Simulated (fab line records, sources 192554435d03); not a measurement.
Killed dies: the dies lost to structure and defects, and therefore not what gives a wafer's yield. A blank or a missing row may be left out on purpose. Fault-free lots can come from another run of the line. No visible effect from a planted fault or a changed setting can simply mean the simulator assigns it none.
Matching of chambers / flow n5 finfet / N5_BEOL_M5_ETCH_62 on rie diel-06: 4 sister chambers
The step etches SOC in N2/H2, target depth 75 nm, overetch 15 nm, time 112.5 s. 16 wafers are shown with their chamber, then 8 later ones without.

## WAFERS PAIRED WITH THEIR CHAMBERS
wafer=L074.1; chamber=2; drypump motor current A (A)=5.92; showerhead plenum p Torr (Torr)=2.68; throttle valve pct (%)=17.74
wafer=L074.2; chamber=1; drypump motor current A (A)=5.97; showerhead plenum p Torr (Torr)=2.59; throttle valve pct (%)=17.59
wafer=L074.3; chamber=3; drypump motor current A (A)=5.07; showerhead plenum p Torr (Torr)=2.41; throttle valve pct (%)=17.93
wafer=L075.1; chamber=0; drypump motor current A (A)=5.44; showerhead plenum p Torr (Torr)=2.58; throttle valve pct (%)=17.44
wafer=L075.4; chamber=3; drypump motor current A (A)=5.07; showerhead plenum p Torr (Torr)=2.41; throttle valve pct (%)=17.94
wafer=L075.5; chamber=1; drypump motor current A (A)=5.98; showerhead plenum p Torr (Torr)=2.59; throttle valve pct (%)=17.60
wafer=L076.1; chamber=2; drypump motor current A (A)=5.96; showerhead plenum p Torr (Torr)=2.68; throttle valve pct (%)=17.73
wafer=L076.5; chamber=1; drypump motor current A (A)=5.97; showerhead plenum p Torr (Torr)=2.59; throttle valve pct (%)=17.59
wafer=L076.6; chamber=0; drypump motor current A (A)=5.49; showerhead plenum p Torr (Torr)=2.58; throttle valve pct (%)=17.46
wafer=L086.1; chamber=2; drypump motor current A (A)=5.95; showerhead plenum p Torr (Torr)=2.67; throttle valve pct (%)=17.76
wafer=L086.4; chamber=1; drypump motor current A (A)=5.97; showerhead plenum p Torr (Torr)=2.58; throttle valve pct (%)=17.64
wafer=L086.5; chamber=3; drypump motor current A (A)=5.05; showerhead plenum p Torr (Torr)=2.40; throttle valve pct (%)=17.96
wafer=L085.1; chamber=3; drypump motor current A (A)=5.09; showerhead plenum p Torr (Torr)=2.40; throttle valve pct (%)=17.97
wafer=L085.2; chamber=0; drypump motor current A (A)=5.47; showerhead plenum p Torr (Torr)=2.57; throttle valve pct (%)=17.49
wafer=L085.6; chamber=0; drypump motor current A (A)=5.48; showerhead plenum p Torr (Torr)=2.57; throttle valve pct (%)=17.51
wafer=L088.1; chamber=2; drypump motor current A (A)=5.97; showerhead plenum p Torr (Torr)=2.67; throttle valve pct (%)=17.77

SIGNATURES, as means of the wafers listed above
reading=drypump motor current A; chamber 0=5.4700; chamber 1=5.9725; chamber 2=5.9500; chamber 3=5.0700; scatter within a chamber=0.0175
reading=showerhead plenum p Torr; chamber 0=2.5750; chamber 1=2.5875; chamber 2=2.6750; chamber 3=2.4050; scatter within a chamber=0.00559
reading=throttle valve pct; chamber 0=17.4750; chamber 1=17.6050; chamber 2=17.7500; chamber 3=17.9500; scatter within a chamber=0.0235
Rule: a wafer's distance from a chamber is the root of the sum, over the readings, of the square of ((its reading less the chamber's mean) divided by the reading's scatter). If the next closest chamber is less than 2 further off than the closest, the wafer can't be placed; otherwise it belongs to the closest. The scatter is the square root of a quotient: the sum, over the shown wafers, of each reading's squared deviation from its chamber's mean, divided by wafers minus chambers.

## WAFERS MISSING THEIR CHAMBER
wafer=L088.2; drypump motor current A (A)=5.47; showerhead plenum p Torr (Torr)=2.57; throttle valve pct (%)=17.51
wafer=L088.5; drypump motor current A (A)=5.47; showerhead plenum p Torr (Torr)=2.57; throttle valve pct (%)=17.49
wafer=L092.1; drypump motor current A (A)=5.98; showerhead plenum p Torr (Torr)=2.66; throttle valve pct (%)=17.80
wafer=L092.3; drypump motor current A (A)=5.05; showerhead plenum p Torr (Torr)=2.40; throttle valve pct (%)=17.98
wafer=L092.5; drypump motor current A (A)=5.98; showerhead plenum p Torr (Torr)=2.58; throttle valve pct (%)=17.66
wafer=L097.2; drypump motor current A (A)=5.49; showerhead plenum p Torr (Torr)=2.56; throttle valve pct (%)=17.53
wafer=L097.4; drypump motor current A (A)=5.46; showerhead plenum p Torr (Torr)=2.56; throttle valve pct (%)=17.53
wafer=L097.6; drypump motor current A (A)=5.99; showerhead plenum p Torr (Torr)=2.66; throttle valve pct (%)=17.80

## THE CHAMBER EACH PASSED THROUGH
wafer=L088.2; from the rows above=0; in truth=0
wafer=L088.5; from the rows above=0; in truth=0
wafer=L092.1; from the rows above=2; in truth=2
wafer=L092.3; from the rows above=3; in truth=3
wafer=L092.5; from the rows above=1; in truth=1
wafer=L097.2; from the rows above=0; in truth=0
wafer=L097.4; from the rows above=0; in truth=0
wafer=L097.6; from the rows above=2; in truth=2
Correct placement for 8 of the 8. Left unplaced by these rows: 0. 0 placed wrongly.
